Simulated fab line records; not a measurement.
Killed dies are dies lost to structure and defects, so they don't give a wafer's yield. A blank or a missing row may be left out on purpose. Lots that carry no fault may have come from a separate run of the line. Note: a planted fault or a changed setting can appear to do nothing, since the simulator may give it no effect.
What tool caused it?    flow nandHarc    72 wafers from 24 lots sampled at 6 of the route's 1159 steps

WHAT EACH GAUGE READ, for each wafer
NHARC_A_CONTACT_CD_MEAS_80.
lot   measured      on        cdNm (nm)
L074  day 16 04:43  cdSem-03  188.5 189.0 187.4
L075  day 16 22:19  cdSem-02  189.7 189.7 189.8
L076  day 17 05:04  cdSem-03  190.8 189.4 189.9
L077  day 17 07:10  cdSem-03  188.5 189.5 188.2
L078  day 17 11:52  cdSem-02  189.4 190.7 190.8
L082  day 18 00:35  cdSem-02  190.0 188.9 189.0
L079  day 18 08:06  cdSem-03  189.0 189.8 189.3
L080  day 18 12:47  cdSem-03  190.8 189.2 190.3
L081  day 18 19:11  cdSem-02  189.5 189.1 190.1
L085  day 19 04:40  cdSem-01  190.7 190.0 190.7
L084  day 19 07:20  cdSem-03  189.0 187.3 189.4
L087  day 19 11:38  cdSem-01  189.2 189.3 187.9
L086  day 19 11:56  cdSem-01  187.2 188.8 187.8
L083  day 19 14:58  cdSem-01  187.2 188.0 186.8
L089  day 20 03:02  cdSem-01  189.6 190.3 189.5
L088  day 20 03:33  cdSem-03  189.4 189.3 190.0
L090  day 20 20:32  cdSem-01  189.9 190.1 189.2
L092  day 21 04:34  cdSem-03  188.8 188.4 189.5
L093  day 21 06:30  cdSem-01  190.2 187.6 188.6
L094  day 21 09:23  cdSem-01  189.3 189.0 188.7
L091  day 21 13:14  cdSem-02  190.8 189.2 189.7
L096  day 22 12:40  cdSem-03  189.3 188.7 188.5
L095  day 22 15:23  cdSem-03  189.7 190.9 188.7
L097  day 22 19:02  cdSem-02  189.6 189.6 189.5

NHARC_A_BLC_CD_MEAS_10 targets a cd of 100 nm.
lot   measured      on        cdNm (nm)
L074  day 16 19:54  cdSem-02  99.9 98.9 98.5
L075  day 17 11:26  cdSem-03  99.9 100.4 101.5
L076  day 17 16:46  cdSem-03  101.1 100.0 99.9
L077  day 17 18:29  cdSem-02  100.3 99.3 99.7
L078  day 17 23:17  cdSem-01  100.7 100.4 99.7
L082  day 18 16:07  cdSem-01  99.6 99.0 100.7
L079  day 18 21:28  cdSem-03  98.6 100.2 99.9
L080  day 18 23:25  cdSem-03  100.3 100.3 100.2
L081  day 19 04:44  cdSem-02  99.3 100.3 100.0
L085  day 19 15:54  cdSem-02  101.0 99.0 99.1
L084  day 19 16:13  cdSem-03  98.2 100.5 99.0
L087  day 19 20:21  cdSem-03  100.1 99.1 100.1
L086  day 19 21:06  cdSem-01  100.1 100.1 99.9
L083  day 20 00:01  cdSem-03  100.3 100.1 99.6
L089  day 20 13:07  cdSem-03  99.4 100.1 99.6
L088  day 20 13:50  cdSem-02  99.5 100.8 99.4
L090  day 21 14:41  cdSem-03  99.9 101.0 98.7
L092  day 21 16:26  cdSem-02  98.5 100.4 98.4
L093  day 21 16:56  cdSem-01  98.9 100.4 98.6
L094  day 21 18:26  cdSem-03  99.5 101.3 99.8
L091  day 22 00:45  cdSem-01  99.7 100.2 100.2
L096  day 22 22:00  cdSem-03  99.2 100.2 99.2
L095  day 23 00:19  cdSem-03  100.4 101.6 100.0
L097  day 23 09:45  cdSem-03  100.2 100.2 100.4

EACH LOT AND THE TOOL THAT RAN IT (in order: tool; ch and the chambers of the sampled wafers; start)
lot   NHARC_A_CONTACT_ETCH_124            NHARC_A_CONTACT_ETCH_125            NHARC_A_CONTACT_ETCH_130            NHARC_A_CONTACT_ETCH_131
L074  harCapEtch-01 ch 0, day 16 02:38    harCapEtch-01 ch 0, day 16 02:49    harCapEtch-01 ch 0, day 16 03:32    harCapEtch-01 ch 0, day 16 03:40
L075  harCapEtch-01 ch 0,1, day 16 20:06  harCapEtch-01 ch 0,1, day 16 20:18  harCapEtch-01 ch 0,1, day 16 21:01  harCapEtch-01 ch 0,1, day 16 21:09
L076  harCapEtch-03 ch 0,1, day 17 02:52  harCapEtch-03 ch 0,1, day 17 03:04  harCapEtch-03 ch 0,1, day 17 03:46  harCapEtch-03 ch 0,1, day 17 03:54
L077  harCapEtch-02 ch 0,1, day 17 04:30  harCapEtch-02 ch 0,1, day 17 04:46  harCapEtch-02 ch 0,1, day 17 05:43  harCapEtch-02 ch 0,1, day 17 05:54
L078  harCapEtch-01 ch 0,1, day 17 09:40  harCapEtch-01 ch 0,1, day 17 09:52  harCapEtch-01 ch 0,1, day 17 10:34  harCapEtch-01 ch 0,1, day 17 10:42
L082  harCapEtch-01 ch 0,1, day 17 22:28  harCapEtch-01 ch 0,1, day 17 22:40  harCapEtch-01 ch 0,1, day 17 23:23  harCapEtch-01 ch 0,1, day 17 23:31
L079  harCapEtch-02 ch 0,1, day 18 06:02  harCapEtch-02 ch 0,1, day 18 06:13  harCapEtch-02 ch 0,1, day 18 06:56  harCapEtch-02 ch 0,1, day 18 07:05
L080  harCapEtch-02 ch 0, day 18 10:39    harCapEtch-02 ch 0, day 18 10:51    harCapEtch-02 ch 0, day 18 11:34    harCapEtch-02 ch 0, day 18 11:42
L081  harCapEtch-03 ch 0,1, day 18 17:02  harCapEtch-03 ch 0,1, day 18 17:14  harCapEtch-03 ch 0,1, day 18 17:56  harCapEtch-03 ch 0,1, day 18 18:05
L085  harCapEtch-01 ch 0,1, day 19 02:34  harCapEtch-01 ch 0,1, day 19 02:46  harCapEtch-01 ch 0,1, day 19 03:28  harCapEtch-01 ch 0,1, day 19 03:36
L084  harCapEtch-02 ch 0,1, day 19 05:16  harCapEtch-02 ch 0,1, day 19 05:27  harCapEtch-02 ch 0,1, day 19 06:10  harCapEtch-02 ch 0,1, day 19 06:18
L087  harCapEtch-01 ch 0,1, day 19 09:34  harCapEtch-01 ch 0,1, day 19 09:45  harCapEtch-01 ch 0,1, day 19 10:28  harCapEtch-01 ch 0,1, day 19 10:36
L086  harCapEtch-02 ch 0,1, day 19 09:48  harCapEtch-02 ch 0,1, day 19 10:00  harCapEtch-02 ch 0,1, day 19 10:43  harCapEtch-02 ch 0,1, day 19 10:52
L083  harCapEtch-02 ch 0,1, day 19 12:55  harCapEtch-02 ch 0,1, day 19 13:05  harCapEtch-02 ch 0,1, day 19 13:48  harCapEtch-02 ch 0,1, day 19 13:56
L089  harCapEtch-02 ch 0,1, day 20 00:56  harCapEtch-02 ch 0,1, day 20 01:07  harCapEtch-02 ch 0,1, day 20 01:49  harCapEtch-02 ch 0,1, day 20 01:58
L088  harCapEtch-03 ch 0,1, day 20 01:26  harCapEtch-03 ch 0,1, day 20 01:38  harCapEtch-03 ch 0,1, day 20 02:20  harCapEtch-03 ch 0,1, day 20 02:28
L090  harCapEtch-02 ch 0,1, day 20 18:26  harCapEtch-02 ch 0,1, day 20 18:37  harCapEtch-02 ch 0,1, day 20 19:20  harCapEtch-02 ch 0,1, day 20 19:28
L092  harCapEtch-03 ch 0,1, day 21 02:30  harCapEtch-03 ch 0,1, day 21 02:41  harCapEtch-03 ch 0,1, day 21 03:23  harCapEtch-03 ch 0,1, day 21 03:32
L093  harCapEtch-02 ch 0,1, day 21 04:23  harCapEtch-02 ch 0,1, day 21 04:35  harCapEtch-02 ch 0,1, day 21 05:17  harCapEtch-02 ch 0,1, day 21 05:26
L094  harCapEtch-01 ch 0,1, day 21 07:16  harCapEtch-01 ch 0,1, day 21 07:28  harCapEtch-01 ch 0,1, day 21 08:10  harCapEtch-01 ch 0,1, day 21 08:19
L091  harCapEtch-03 ch 1, day 21 11:05    harCapEtch-03 ch 1, day 21 11:17    harCapEtch-03 ch 1, day 21 11:59    harCapEtch-03 ch 1, day 21 12:08
L096  harCapEtch-01 ch 0,1, day 22 10:26  harCapEtch-01 ch 0,1, day 22 10:38  harCapEtch-01 ch 0,1, day 22 11:20  harCapEtch-01 ch 0,1, day 22 11:29
L095  harCapEtch-01 ch 0,1, day 22 13:20  harCapEtch-01 ch 0,1, day 22 13:31  harCapEtch-01 ch 0,1, day 22 14:13  harCapEtch-01 ch 0,1, day 22 14:22
L097  harCapEtch-03 ch 0,1, day 22 16:46  harCapEtch-03 ch 0,1, day 22 16:58  harCapEtch-03 ch 0,1, day 22 17:40  harCapEtch-03 ch 0,1, day 22 17:49
- NHARC_A_CONTACT_ETCH_124: etches the open film in C4F8/O2/Ar, time 140 s, target depth 700 nm.
- NHARC_A_CONTACT_ETCH_125: etches the open film in C4F8/O2/Ar, time 155 s, target depth 956 nm.
- NHARC_A_CONTACT_ETCH_130: etches the open film in C4F8/O2/Ar, time 155 s, target depth 956 nm.
- NHARC_A_CONTACT_ETCH_131: etches the open film in C4F8/O2/Ar, time 155 s, target depth 956 nm.

WHAT THE TOOLS THEMSELVES READ (means of the sampled wafers that have a number; where no wafer has one, the mark that the record gives instead)
The record holds no such reading with a usual standard deviation.

THE ANSWER, worked out from the rows above alone
Rule: what is usual is taken from the lots themselves. Put in order of their means at a reading, lots are off if they are a third of the lots or fewer, leave a main group of 4 or more, and stand apart from it by a gap of 3 or more times the standard deviation of the main group's means; of several such gaps the widest counts. A main group whose means are all the same, to the digits that the tables above print for the reading, isn't used. Also off: a lot with no number at a reading for which 4 or more lots have one. Any other lot the step has rows for is counted as sound. Order of review: gauges by route order, followed by the tools' own readings, for which a lot's mean as printed above is used. The first step at which some lot is off is used, and at that step the reading that is off furthest; a lot without a number counts as furthest.
No lot is off on any of the readings shown, so nothing can be concluded from this.

WHAT WAS PUT IN BY THE SIMULATOR
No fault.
